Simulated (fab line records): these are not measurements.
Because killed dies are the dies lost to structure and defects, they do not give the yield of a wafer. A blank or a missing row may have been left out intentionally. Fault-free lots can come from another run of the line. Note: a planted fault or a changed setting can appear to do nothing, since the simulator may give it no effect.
Matching of chambers || flow n5_finfet || 4 sister chambers for N5_BEOL_M2_STRIP_19 on rie_diel-01
The step strips in O2. 8 wafers are shown with their chamber, then 9 later ones without.

WAFERS, EACH WITH ITS CHAMBER
{"wafer": "L075.4", "chamber": 2, "drypump_motor_current_A (A)": 5.9, "throttle_valve_pct (%)": 17.34}
{"wafer": "L081.1", "chamber": 1, "drypump_motor_current_A (A)": 5.1, "throttle_valve_pct (%)": 17.05}
{"wafer": "L082.1", "chamber": 0, "drypump_motor_current_A (A)": 5.8, "throttle_valve_pct (%)": 16.62}
{"wafer": "L082.4", "chamber": 2, "drypump_motor_current_A (A)": 5.9, "throttle_valve_pct (%)": 16.85}
{"wafer": "L082.5", "chamber": 3, "drypump_motor_current_A (A)": 5.6, "throttle_valve_pct (%)": 16.53}
{"wafer": "L085.1", "chamber": 0, "drypump_motor_current_A (A)": 5.8, "throttle_valve_pct (%)": 16.63}
{"wafer": "L085.3", "chamber": 3, "drypump_motor_current_A (A)": 5.6, "throttle_valve_pct (%)": 16.53}
{"wafer": "L085.6", "chamber": 1, "drypump_motor_current_A (A)": 5.0, "throttle_valve_pct (%)": 17.08}

WAFERS WITH NO CHAMBER GIVEN
{"wafer": "L086.1", "drypump_motor_current_A (A)": 5.8, "throttle_valve_pct (%)": 16.63}
{"wafer": "L086.3", "drypump_motor_current_A (A)": 5.9, "throttle_valve_pct (%)": 16.88}
{"wafer": "L086.4", "drypump_motor_current_A (A)": 5.0, "throttle_valve_pct (%)": 17.05}
{"wafer": "L089.2", "drypump_motor_current_A (A)": 5.8, "throttle_valve_pct (%)": 16.65}
{"wafer": "L089.3", "drypump_motor_current_A (A)": 5.6, "throttle_valve_pct (%)": 16.54}
{"wafer": "L089.5", "drypump_motor_current_A (A)": 5.6, "throttle_valve_pct (%)": 16.54}
{"wafer": "L097.1", "drypump_motor_current_A (A)": 5.6, "throttle_valve_pct (%)": 16.57}
{"wafer": "L097.3", "drypump_motor_current_A (A)": 5.9, "throttle_valve_pct (%)": 16.91}
{"wafer": "L097.6", "drypump_motor_current_A (A)": 5.6, "throttle_valve_pct (%)": 16.58}

EACH ONE'S CHAMBER
{"wafer": "L086.1", "from the rows above": 0, "in truth": 0}
{"wafer": "L086.3", "from the rows above": "can't be placed: 2 or 0", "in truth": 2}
{"wafer": "L086.4", "from the rows above": 1, "in truth": 1}
{"wafer": "L089.2", "from the rows above": 0, "in truth": 0}
{"wafer": "L089.3", "from the rows above": 3, "in truth": 3}
{"wafer": "L089.5", "from the rows above": 3, "in truth": 3}
{"wafer": "L097.1", "from the rows above": 3, "in truth": 3}
{"wafer": "L097.3", "from the rows above": 2, "in truth": 2}
{"wafer": "L097.6", "from the rows above": 3, "in truth": 3}
Correct placement for 8 of the 9. Can't be placed from these rows: 1 (the true chamber is among the candidates in 1). Wrongly placed: 0.
How it was worked out, from the rows above alone: a wafer's distance from a chamber is the root of the sum, over the readings, of the square of ((its reading less the chamber's mean) divided by the reading's scatter). The wafer belongs to the nearest chamber; if the next one is less than 2 further off, it can't be placed. Each chamber's mean is taken over the wafers shown for it. The scatter is the square root of a quotient: the sum, over the shown wafers, of each reading's squared deviation from its chamber's mean, divided by wafers minus chambers.
